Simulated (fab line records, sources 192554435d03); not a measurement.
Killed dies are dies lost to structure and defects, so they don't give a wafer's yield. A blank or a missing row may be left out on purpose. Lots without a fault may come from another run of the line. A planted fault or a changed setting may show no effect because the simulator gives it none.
fab line records | flow n5_finfet
record lots=10 wafers=30 last_day=19
route steps=1938 shown SD_EPI_P@306 PASSIVATION@1936
lots that met no fault: from a run of the same line without faults
start_h: hours from the record's first day to the start of the lot's first wafer shown | wait_h: hours since the lot's step before | " the same as in the row above | L1.1+2: a row that stands for several wafers | - no value, or no start given | * or withheld: withheld | < > ~ a bound
route shown NAME@n: a module of which the file shows steps, and the number in the route of the first | usual: mean/standard deviation of fault-free wafers | same: alike in all rows | chamber/n: place in a boat | sites: the reading at each site | _std_site: their standard deviation | _edge_site: outer sites' mean less inner sites' | radius_mm: how far each site lies from the wafer's centre | mask NAME#n: copy n | behind: the tool/chamber that last shaped the wafer | hold: why the lot was held/for how many hours/how that ended | device: the transistor (n, p or np) that didn't switch | end of line: the same wafers' tests at the end of the route | a step without rows: its recipe alone | killed: dies lost to structure and defects at the first sort, not the wafer's yield | map: a wafer's dies, x killed, . not, _ none there
set.NAME: the setting as run; set.NAME@STEP: as run at that earlier step | model.NAME: the simulator's own value behind a step, which no gauge read
steps of the route over a sample of lots; a table a step, a row a wafer
services: from which hour (start_h, from the record's first day; less than 0 if before it) a tool's chamber was out of use, for how many hours, and why
## steps
# step N5_SD_EPI_P_DESCUM_14
# recipe chemistry=O2 time_s=7.9 source_power_w=50 bias_power_w=20 pressure_mtorr=20 rf_frequency_hz=2.712e+07 temp_c=40 resist=CAR-ArF-block o2_flow_sccm=225
# usual bias_power_w=20.00/0.057 drypump_motor_current_A=5.4/0.45 oes_product_au=0.75/0.05 rf_vpp_V=243.8/1.4 showerhead_plenum_p_Torr=2.13/0.067 throttle_valve_pct=20.45/0.21
# columns lot.wafer tool chamber start_h wait_h bias_power_w drypump_motor_current_A oes_product_au rf_hours_counter_h rf_vpp_V showerhead_plenum_p_Torr throttle_valve_pct
L364.2 rie_diel-04 1 66.90 0.2 19.98 6.0 0.70 198 240.1 1.99 20.44
L364.3 " 2 " " 20.04 5.5 0.74 155 243.3 2.08 20.43
L364.5 " 3 " " 19.96 5.6 0.79 - 242.2 2.11 20.27
L365.4 rie_diel-01 0 73.25 0.0 19.89 5.5 0.78 117 245.9 2.20 20.20
L365.5 " 3 " " 20.05 4.6 0.77 - 244.0 2.18 20.18
L365.6 " 2 " " 19.92 4.9 0.79 - 242.8 2.11 20.58
L366.1 rie_diel-02 2 78.67 0.0 20.00 4.8 0.88 44 244.6 2.22 20.80
L366.2 " 3 " " 19.88 5.5 0.86 51 244.7 2.21 20.09
L366.6 " 3 " " 19.93 5.5 0.85 - 245.7 2.21 20.10
L369.2 rie_diel-02 1 99.36 0.0 19.98 5.0 0.78 124 243.9 2.20 20.17
L369.5 " 2 " " 20.01 4.8 0.87 - 245.0 2.21 20.79
L369.6 " 3 " " 20.05 5.5 0.84 - 245.6 2.21 20.12
L370.2 rie_diel-01 0 103.15 0.0 20.07 5.5 0.78 126 245.2 2.19 20.22
L370.4 " 1 " " 20.08 5.7 0.72 207 241.8 2.16 20.68
L370.5 " 2 " " 19.97 5.0 0.78 - 243.2 2.11 20.60
L373.1 rie_diel-04 3 119.14 0.2 20.05 5.7 0.78 118 242.8 2.11 20.28
L373.2 " 1 " " 20.11 6.1 0.69 215 240.6 1.98 20.44
L373.5 " 1 " " 19.99 6.1 0.69 - 241.2 1.98 20.44
L374.2 rie_diel-02 0 127.72 0.0 20.05 5.0 0.70 179 243.1 2.17 20.53
L374.4 " 2 " " 19.94 4.8 0.85 58 245.0 2.21 20.81
L374.6 " 0 " " 20.10 5.0 0.70 - 246.1 2.17 20.52
L380.3 rie_diel-04 0 161.96 0.0 20.03 6.1 0.70 240 243.5 2.15 20.76
L380.4 " 3 " " 19.96 5.6 0.77 130 245.0 2.10 20.30
L380.5 " 2 " " 19.97 5.5 0.72 - 243.5 2.07 20.47
L381.1 rie_diel-01 1 169.49 0.1 19.97 5.8 0.71 228 243.2 2.16 20.70
L381.2 " 2 " " 19.94 4.9 0.76 150 241.4 2.10 20.63
L381.5 " 1 " " 20.00 5.7 0.70 - 244.0 2.16 20.70
L385.1 rie_diel-04 2 193.43 0.0 20.03 5.5 0.71 196 242.5 2.07 20.48
L385.4 " 1 " " 20.01 6.1 0.67 - 241.9 1.98 20.46
L385.6 " 3 " " 19.93 5.7 0.74 - 242.6 2.10 20.30
# step N5_SD_EPI_P_ETCH_36
# recipe chemistry=CF4 target=SiARC target_depth_a=455 mask_material=CAR-ArF-block time_s=75.8 ion_energy_ev=80 pressure_mtorr=40 source_w=545 bias_w=36 Ar_flow_sccm=100 cf4_flow_sccm=100 ends=cleared
# usual drypump_motor_current_A=5.4/0.45 etch_rf_on_time_s=76.1/1.3 oes_product_au=0.64/0.045 rf_vpp_V=184.5/1.2 showerhead_plenum_p_Torr=2.18/0.065 throttle_valve_pct=15.64/0.2
# columns lot.wafer tool chamber start_h wait_h drypump_motor_current_A etch_rf_on_time_s oes_product_au rf_hours_counter_h rf_vpp_V showerhead_plenum_p_Torr throttle_valve_pct
L364.2 rie_diel-04 1 66.93 0.0 6.1 75.9 0.60 198 181.7 2.04 15.69
L364.3 " 2 " " 5.5 77.6 0.63 155 183.6 2.14 15.64
L364.5 " 3 " " 5.6 74.8 0.69 - 182.7 2.16 15.42
L365.4 rie_diel-01 0 73.28 0.0 5.5 73.7 0.68 117 186.2 2.24 15.37
L365.5 " 3 " " 4.6 75.4 0.65 - 183.7 2.24 15.44
L365.6 " 2 " " 5.0 73.1 0.68 - 183.9 2.15 15.69
L366.1 rie_diel-02 2 78.71 0.0 4.8 75.3 0.75 44 186.7 2.26 15.87
L366.2 " 3 " " 5.5 76.1 0.73 51 186.9 2.26 15.30
L366.6 " 3 " " 5.5 76.2 0.72 - 186.6 2.26 15.31
L369.2 rie_diel-02 1 99.40 0.0 5.0 75.7 0.66 124 187.2 2.24 15.36
L369.5 " 2 " " 4.8 74.1 0.75 - 184.2 2.26 15.88
L369.6 " 3 " " 5.5 76.2 0.72 - 186.6 2.26 15.33
L370.2 rie_diel-01 0 103.19 0.0 5.5 74.3 0.67 127 187.0 2.24 15.39
L370.4 " 1 " " 5.7 75.9 0.62 207 184.6 2.21 15.87
L370.5 " 2 " " 4.9 74.1 0.67 - 182.5 2.15 15.72
L373.1 rie_diel-04 3 119.17 0.0 5.6 74.8 0.68 118 184.5 2.15 15.45
L373.2 " 1 " " 6.1 76.5 0.59 215 181.5 2.04 15.71
L373.5 " 1 " " 6.1 75.8 0.58 - 183.0 2.04 15.72
L374.2 rie_diel-02 0 127.75 0.0 5.1 77.5 0.60 179 185.0 2.21 15.72
L374.4 " 2 " " 4.8 75.2 0.74 58 185.4 2.26 15.90
L374.6 " 0 " " 5.0 77.8 0.59 - 185.2 2.21 15.72
L380.3 rie_diel-04 0 162.00 0.0 6.1 77.9 0.59 240 183.2 2.19 15.94
L380.4 " 3 " " 5.6 74.5 0.67 130 184.9 2.15 15.48
L380.5 " 2 " " 5.5 77.4 0.61 - 184.2 2.13 15.70
L381.1 rie_diel-01 1 169.52 0.0 5.7 76.4 0.61 228 186.0 2.21 15.93
L381.2 " 2 " " 5.0 73.6 0.66 150 184.6 2.14 15.75
L381.5 " 1 " " 5.7 76.0 0.60 - 185.1 2.21 15.94
L385.1 rie_diel-04 2 193.47 0.0 5.5 78.0 0.61 196 184.3 2.12 15.73
L385.4 " 1 " " 6.1 76.5 0.58 - 183.2 2.03 15.75
L385.6 " 3 " " 5.7 75.3 0.65 - 184.2 2.14 15.49
# step N5_SD_EPI_P_ETCHBACK_46
# recipe chemistry=CH3F/O2 mode=anisotropic_etchback target=SiNx target_depth_a=175 stop_on=SiO2 over_etch_frac=0.3 ion_energy_ev=120 pressure_mtorr=30 source_w=395 bias_w=73 Ar_flow_sccm=150 CH3F_flow_sccm=30 O2_flow_sccm=20
# usual drypump_motor_current_A=5.4/0.45 oes_ar_750_au=0.75/0.049 oes_product_au=0.64/0.041 rf_vpp_V=298.2/2.9 showerhead_plenum_p_Torr=2.04/0.063 throttle_valve_pct=16.38/0.2
# columns lot.wafer tool chamber start_h wait_h drypump_motor_current_A oes_ar_750_au oes_product_au rf_hours_counter_h rf_vpp_V showerhead_plenum_p_Torr throttle_valve_pct
L364.2 rie_diel-04 1 67.31 0.0 6.1 0.71 0.60 198 293.4 1.91 16.40
L364.3 " 2 " " 5.5 0.74 0.65 156 297.3 2.00 16.39
L364.5 " 3 " " 5.6 0.81 0.68 - 295.8 2.02 16.14
L365.4 rie_diel-01 0 73.66 0.0 5.5 0.79 0.67 117 300.3 2.09 16.08
L365.5 " 3 " " 4.7 0.77 0.67 - 299.8 2.09 16.17
L365.6 " 2 " " 4.9 0.79 0.67 - 291.8 2.01 16.41
L366.1 rie_diel-02 2 79.09 0.0 4.8 0.88 0.75 44 298.7 2.12 16.66
L366.2 " 3 " " 5.5 0.85 0.73 52 299.5 2.12 16.04
L366.6 " 3 " " 5.5 0.85 0.73 - 300.3 2.12 16.05
L369.2 rie_diel-02 1 99.78 0.0 5.0 0.78 0.66 124 296.1 2.10 16.12
L369.5 " 2 " " 4.8 0.88 0.74 - 299.6 2.12 16.67
L369.6 " 3 " " 5.5 0.84 0.72 - 298.1 2.11 16.06
L370.2 rie_diel-01 0 103.57 0.0 5.5 0.78 0.66 127 300.0 2.09 16.10
L370.4 " 1 " " 5.8 0.73 0.62 207 300.5 2.07 16.62
L370.5 " 2 " " 5.0 0.78 0.67 - 291.9 2.01 16.42
L373.1 rie_diel-04 3 119.55 0.0 5.6 0.79 0.67 118 296.7 2.01 16.18
L373.2 " 1 " " 6.1 0.69 0.59 215 295.0 1.90 16.43
L373.5 " 1 " " 6.1 0.70 0.59 - 295.6 1.90 16.45
L374.2 rie_diel-02 0 128.13 0.0 5.0 0.71 0.61 180 300.3 2.07 16.46
L374.4 " 2 " " 4.8 0.86 0.74 58 297.3 2.12 16.68
L374.6 " 0 " " 5.0 0.71 0.61 - 301.3 2.07 16.47
L380.3 rie_diel-04 0 162.38 0.0 6.1 0.70 0.61 241 303.5 2.05 16.67
L380.4 " 3 " " 5.6 0.78 0.66 130 296.1 2.01 16.20
L380.5 " 2 " " 5.5 0.72 0.62 - 298.3 1.99 16.44
L381.1 rie_diel-01 1 169.90 0.0 5.8 0.72 0.60 228 299.1 2.06 16.66
L381.2 " 2 " " 5.0 0.77 0.65 150 293.5 2.00 16.46
L381.5 " 1 " " 5.8 0.72 0.61 - 300.7 2.06 16.65
L385.1 rie_diel-04 2 193.85 0.0 5.5 0.71 0.61 197 297.8 1.98 16.46
L385.4 " 1 " " 6.1 0.68 0.58 - 294.4 1.89 16.47
L385.6 " 3 " " 5.7 0.77 0.65 - 297.2 2.00 16.24
# step N5_SD_EPI_P_EPI_21
# recipe material=SiGe:B dopant=B temp_c=550 pressure_torr=20 ambient=H2 time_s=355
# usual susceptor_temp_C_max=551.1/0.45
# columns lot.wafer tool chamber start_h wait_h susceptor_temp_C_max
L364.2 epi_rpcvd-03 0 68.61 0.5 550.8
L364.3 " 0 " " 550.5
L364.5 " 0 " " 550.6
L365.4 epi_rpcvd-03 0 75.95 1.1 550.6
L365.5 " 0 " " 550.3
L365.6 " 0 " " 550.5
L366.1 epi_rpcvd-04 0 80.14 0.2 552.7
L366.2 " 0 " " 551.5
L366.6 " 0 82.54 2.4 551.6
L369.2 epi_rpcvd-02 0 101.07 0.5 551.9
L369.5 " 0 102.15 1.5 551.4
L369.6 " 0 " " 551.1
L370.2 epi_rpcvd-03 0 104.86 0.5 550.6
L370.4 " 0 " " 551.3
L370.5 " 0 " " 550.8
L373.1 epi_rpcvd-02 0 120.49 0.1 550.9
L373.2 " 0 " " 550.9
L373.5 " 0 121.93 1.5 551.1
L374.2 epi_rpcvd-03 0 129.66 0.6 550.7
L374.4 " 0 " " 550.6
L374.6 " 0 " " 551.1
L380.3 epi_rpcvd-03 0 164.05 0.8 551.1
L380.4 " 0 " " 550.7
L380.5 " 0 " " 550.6
L381.1 epi_rpcvd-03 0 170.84 0.1 550.8
L381.2 " 0 " " 550.6
L381.5 " 0 172.28 1.5 551.5
L385.1 epi_rpcvd-04 0 194.90 0.2 551.6
L385.4 " 0 196.34 1.5 551.3
L385.6 " 0 " " 551.9
# step N5_SD_EPI_P_EPI_MEAS_23
# recipe mode=xrd
# usual thk_nm=60.9/1.3
# columns lot.wafer tool chamber start_h wait_h thk_nm
L364.2 film_metro-01 - 70.45 1.5 62.4
L364.3 " - " " 62.8
L364.5 " - " " 62.7
L365.4 film_metro-02 - 77.08 0.8 62.7
L365.5 " - " " 61.4
L365.6 " - " " 60.9
L366.1 film_metro-01 - 83.06 2.4 59.5
L366.2 " - " " 59.9
L366.6 " - " " 60.6
L369.2 film_metro-02 - 102.91 1.5 61.3
L369.5 " - " " 62.2
L369.6 " - " " 61.5
L370.2 film_metro-02 - 106.70 1.5 60.8
L370.4 " - " " 61.0
L370.5 " - " " 61.2
L373.1 film_metro-01 - 122.68 1.8 61.7
L373.2 " - " " 62.0
L373.5 " - " " 58.8
L374.2 film_metro-01 - 132.10 2.0 61.6
L374.4 " - " " 60.6
L374.6 " - " " 61.6
L380.3 film_metro-01 - 165.53 1.1 50.0
L380.4 " - " " 51.5
L380.5 " - " " 49.1
L381.1 film_metro-02 - 173.03 1.8 50.9
L381.2 " - " " 51.6
L381.5 " - " " 52.8
L385.1 film_metro-02 - 197.83 2.5 61.4
L385.4 " - " " 59.9
L385.6 " - " " 59.4
# step N5_PASSIVATION_PROBE_49
# usual killed_at_M0_to_M3=36/11 killed_at_M4_up=13/5.1 killed_at_contacts=14/4.9 killed_at_front_end=41/10 killed_at_other=3.4/2.6 killed_dies=107/16 killed_open=70/11 killed_short=36/7.8
# same gross_dies=1180 killed_at_back_side=0
# columns lot.wafer tool chamber start_h wait_h killed_at_M0_to_M3 killed_at_M4_up killed_at_contacts killed_at_front_end killed_at_other killed_dies killed_open killed_short
L366.1 prober-01 - 333.03 0.0 34 17 8 46 1 106 73 32
L366.2 prober-01 - 333.08 0.1 30 8 23 30 1 92 65 26
L366.6 prober-01 - 333.28 0.3 37 9 21 65 4 136 85 50
L370.2 prober-01 - 340.26 0.1 43 12 18 35 2 110 73 37
L370.4 prober-01 - 340.36 0.2 30 10 14 19 3 76 52 22
L370.5 prober-01 - 340.41 0.2 27 11 14 42 4 98 66 30
L369.2 prober-01 - 341.57 0.1 23 14 11 49 10 107 63 44
L369.5 prober-01 - 341.72 0.2 30 10 13 35 12 100 73 27
L369.6 prober-01 - 341.77 0.3 43 13 7 43 5 111 64 47
L373.1 prober-01 - 385.14 0.0 33 12 10 68 5 128 83 44
L373.2 prober-01 - 385.19 0.1 44 19 22 56 3 144 100 41
L373.5 prober-01 - 385.34 0.2 20 20 14 50 3 107 78 27
L374.2 prober-02 - 393.96 0.1 42 17 16 45 3 123 81 40
L374.4 prober-02 - 394.06 0.2 35 11 11 30 4 91 61 28
L374.6 prober-02 - 394.16 0.3 50 15 8 36 0 109 71 34
L380.3 prober-01 - 462.46 0.1 36 10 11 40 4 101 74 26
L380.4 prober-01 - 462.51 0.2 48 7 15 42 3 115 79 34
L380.5 prober-01 - 462.56 0.2 66 12 16 49 7 150 92 56
L385.1 prober-01 - 465.15 0.1 53 18 8 38 0 117 67 45
L385.4 prober-01 - 465.30 0.2 35 17 13 28 0 93 65 26
L385.6 prober-01 - 465.40 0.3 30 13 11 51 3 108 63 36
# killed by level:class
L366.1 STI_FIN_REVEAL:geometric_particle:open=14 BEOL_M4:geometric_particle:open=9 DUMMY_GATE:geometric_particle:open=7 BEOL_M2:geometric_particle:open=7 MOL_CONTACT_COAG:geometric_particle:open=6 FIN_SAQP:geometric_particle:open=5 BEOL_M0_SAQP:geometric_particle:short=5 ILD0:geometric_particle:open=4
L366.2 MOL_CONTACT_COAG:geometric_particle:open=18 FIN_SAQP:geometric_particle:open=8 BEOL_M0_SAQP:geometric_particle:short=7 BEOL_M3:geometric_particle:open=7 BEOL_M4:geometric_particle:open=6 GATE_CUT:geometric_particle:open=5 MOL_CONTACT_COAG:geometric_particle:short=5 BEOL_M0_SAQP:geometric_particle:open=5
L366.6 STI_FIN_REVEAL:geometric_particle:open=22 MOL_CONTACT_COAG:geometric_particle:open=14 FIN_SAQP:geometric_particle:open=13 BEOL_M0_SAQP:geometric_particle:short=9 BEOL_M0_SAQP:geometric_particle:open=8 FIN_SAQP:geometric_particle:short=7 MOL_CONTACT_COAG:geometric_particle:short=7 GATE_CUT:geometric_particle:open=5
L370.2 MOL_CONTACT_COAG:geometric_particle:open=16 BEOL_M0_SAQP:geometric_particle:short=14 FIN_SAQP:geometric_particle:open=13 BEOL_M0_SAQP:geometric_particle:open=8 BEOL_M2:geometric_particle:open=8 FIN_SAQP:geometric_particle:short=5 STI_FIN_REVEAL:geometric_particle:open=5 BEOL_M1:geometric_particle:open=5
L370.4 MOL_CONTACT_COAG:geometric_particle:open=10 BEOL_M1:geometric_particle:open=8 STI_FIN_REVEAL:geometric_particle:open=7 BEOL_M3:geometric_particle:open=7 MOL_CONTACT_COAG:geometric_particle:short=4 BEOL_M0_SAQP:geometric_particle:open=4 BEOL_M2:geometric_particle:open=4 BEOL_M4:geometric_particle:open=4
L370.5 STI_FIN_REVEAL:geometric_particle:open=18 MOL_CONTACT_COAG:geometric_particle:open=11 FIN_SAQP:geometric_particle:short=7 BEOL_M0_SAQP:geometric_particle:short=6 BEOL_M1:geometric_particle:open=6 BEOL_M3:geometric_particle:open=5 DUMMY_GATE:geometric_particle:open=3 GATE_CUT:geometric_particle:short=3
L369.2 STI_FIN_REVEAL:geometric_particle:open=16 BEOL_M0_SAQP:geometric_particle:open=9 MOL_CONTACT_COAG:geometric_particle:open=6 BEOL_M0_SAQP:geometric_particle:short=6 MIM_TOP:geometric_particle:short=6 FIN_SAQP:geometric_particle:short=5 MOL_CONTACT_COAG:geometric_particle:short=5 BEOL_M4:geometric_particle:open=4
L369.5 MOL_CONTACT_COAG:geometric_particle:open=12 BEOL_M3:geometric_particle:open=10 STI_FIN_REVEAL:geometric_particle:open=9 STARTING-WAFER:geometric_particle:open=7 DUMMY_GATE:geometric_particle:open=5 BEOL_M0_SAQP:geometric_particle:short=5 BEOL_M0_SAQP:geometric_particle:open=5 DUMMY_GATE:geometric_particle:short=4
L369.6 FIN_SAQP:geometric_particle:short=11 FIN_SAQP:geometric_particle:open=9 BEOL_M0_SAQP:geometric_particle:short=9 MOL_CONTACT_COAG:geometric_particle:open=6 BEOL_M2:geometric_particle:open=6 GATE_CUT:geometric_particle:open=5 BEOL_M0_SAQP:geometric_particle:open=5 BEOL_M0:geometric_particle:open=5
L373.1 FIN_SAQP:geometric_particle:open=23 FIN_SAQP:geometric_particle:short=10 STI_FIN_REVEAL:geometric_particle:open=10 MOL_CONTACT_COAG:geometric_particle:open=7 BEOL_M0_SAQP:geometric_particle:short=7 BEOL_M3:geometric_particle:open=7 GATE_CUT:geometric_particle:short=5 BEOL_M0_SAQP:geometric_particle:open=5
L373.2 MOL_CONTACT_COAG:geometric_particle:open=17 STI_FIN_REVEAL:geometric_particle:open=16 BEOL_M0_SAQP:geometric_particle:short=11 BEOL_M2:geometric_particle:open=11 FIN_SAQP:geometric_particle:open=9 BEOL_M3:geometric_particle:open=9 BEOL_M4:geometric_particle:open=8 BEOL_M0_SAQP:geometric_particle:open=6
L373.5 STI_FIN_REVEAL:geometric_particle:open=17 MOL_CONTACT_COAG:geometric_particle:open=12 FIN_SAQP:geometric_particle:open=11 BEOL_M4:geometric_particle:open=8 BEOL_M2:geometric_particle:open=6 STARTING-WAFER:geometric_particle:short=6 ILD0:geometric_particle:open=4 BEOL_M0_SAQP:geometric_particle:open=4
L374.2 MOL_CONTACT_COAG:geometric_particle:open=14 FIN_SAQP:geometric_particle:open=10 BEOL_M1:geometric_particle:open=8 BEOL_M0_SAQP:geometric_particle:short=7 FIN_SAQP:geometric_particle:short=6 GATE_CUT:geometric_particle:open=6 DUMMY_GATE:geometric_particle:open=5 BEOL_M0_SAQP:geometric_particle:open=5
L374.4 MOL_CONTACT_COAG:geometric_particle:open=8 FIN_SAQP:geometric_particle:open=7 FIN_SAQP:geometric_particle:short=6 BEOL_M4:geometric_particle:open=6 BEOL_M0:geometric_particle:open=5 BEOL_M0_SAQP:geometric_particle:short=5 BEOL_M1:geometric_particle:open=5 STI_FIN_REVEAL:geometric_particle:open=4
L374.6 BEOL_M0_SAQP:geometric_particle:open=12 BEOL_M0_SAQP:geometric_particle:short=12 BEOL_M3:geometric_particle:open=10 BEOL_M2:geometric_particle:open=9 STI_FIN_REVEAL:geometric_particle:open=7 FIN_SAQP:geometric_particle:open=5 FIN_SAQP:geometric_particle:short=5 MOL_CONTACT_COAG:geometric_particle:open=5
L380.3 BEOL_M0_SAQP:geometric_particle:open=12 STI_FIN_REVEAL:geometric_particle:open=10 FIN_SAQP:geometric_particle:open=8 DUMMY_GATE:geometric_particle:open=8 MOL_CONTACT_COAG:geometric_particle:open=8 BEOL_M2:geometric_particle:open=7 BEOL_M1:geometric_particle:open=6 FIN_SAQP:geometric_particle:short=5
L380.4 BEOL_M0_SAQP:geometric_particle:open=15 BEOL_M0_SAQP:geometric_particle:short=12 MOL_CONTACT_COAG:geometric_particle:open=10 STI_FIN_REVEAL:geometric_particle:open=9 FIN_SAQP:geometric_particle:open=8 DUMMY_GATE:geometric_particle:open=8 BEOL_M1:geometric_particle:open=8 BEOL_M2:geometric_particle:open=7
L380.5 FIN_SAQP:geometric_particle:open=16 BEOL_M0_SAQP:geometric_particle:short=16 BEOL_M0_SAQP:geometric_particle:open=14 BEOL_M2:geometric_particle:short=13 FIN_SAQP:geometric_particle:short=10 DUMMY_GATE:geometric_particle:open=10 MOL_CONTACT_COAG:geometric_particle:open=10 BEOL_M1:geometric_particle:open=9
L385.1 BEOL_M0_SAQP:geometric_particle:short=19 BEOL_M0_SAQP:geometric_particle:open=14 BEOL_M2:geometric_particle:open=8 MOL_CONTACT_COAG:geometric_particle:open=6 STI_FIN_REVEAL:geometric_particle:open=5 DUMMY_GATE:geometric_particle:open=5 BEOL_M5:geometric_particle:short=5 BEOL_M4:geometric_particle:open=5
L385.4 BEOL_M1:geometric_particle:open=12 MOL_CONTACT_COAG:geometric_particle:open=10 BEOL_M4:geometric_particle:open=7 DUMMY_GATE:geometric_particle:open=6 BEOL_M0_SAQP:geometric_particle:open=6 BEOL_M3:geometric_particle:open=5 BEOL_M0_SAQP:geometric_particle:short=5 FIN_SAQP:geometric_particle:short=4
L385.6 DUMMY_GATE:geometric_particle:open=14 MOL_CONTACT_COAG:geometric_particle:open=9 BEOL_M0_SAQP:geometric_particle:open=9 BEOL_M1:geometric_particle:open=7 HKMG_FIN:area_etch=6 FIN_SAQP:geometric_particle:open=4 FIN_SAQP:geometric_particle:short=4 BEOL_M5:geometric_particle:short=4
## services
# columns tool chamber start_h hours kind
epi_rpcvd-04 - 57.26 18.9 pm
rie_diel-04 3 87.56 2.5 repair
rie_diel-02 0 100.91 6.0 repair
epi_rpcvd-04 - 103.77 0.4 repair
epi_rpcvd-03 - 118.02 6.0 pm
rie_diel-02 2 137.47 6.3 repair
epi_rpcvd-02 - 151.23 1.2 repair
rie_diel-02 3 164.68 12.2 repair
rie_diel-04 1 180.16 11.0 repair
rie_diel-04 0 191.20 - clean
rie_diel-04 0 191.20 - consumable_replace:focus_ring
rie_diel-04 0 191.20 20.1 scheduled_down
rie_diel-04 0 191.20 20.1 vent_cycle
rie_diel-02 - 195.75 0.3 repair
## key
first_sign step=N5_SD_EPI_P_EPI_MEAS_23 reading=thk_nm direction=down sigmas=7.8 usual=* struck=*
effect none on later readings
met_at N5_SD_EPI_P_EPI_21
struck_lots L380,L381
tester_left_out L380,L381
not_acting_at N5_SD_EPI_P_DESCUM_14,N5_SD_EPI_P_ETCH_36,N5_SD_EPI_P_ETCHBACK_46
onset_between 129.66 164.05
fault kind=site_profile_drift tool=epi_rpcvd-03 chamber=- onset_h=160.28 steps=N5_SD_EPI_P_EPI_21 basis=fraction max_abs_drift=0.31744 slope_share_per_hr=70.543 site_pattern=0,0,0,0,0,-1,-1,-1,-1
# tester_left_out: of these lots the tester's yield and bins aren't shown, on N5 and GAA mostly nor the transistor test; their killed dies are dies lost to structure and defects alone, not to doping, threshold or leakage, so they don't give the yield
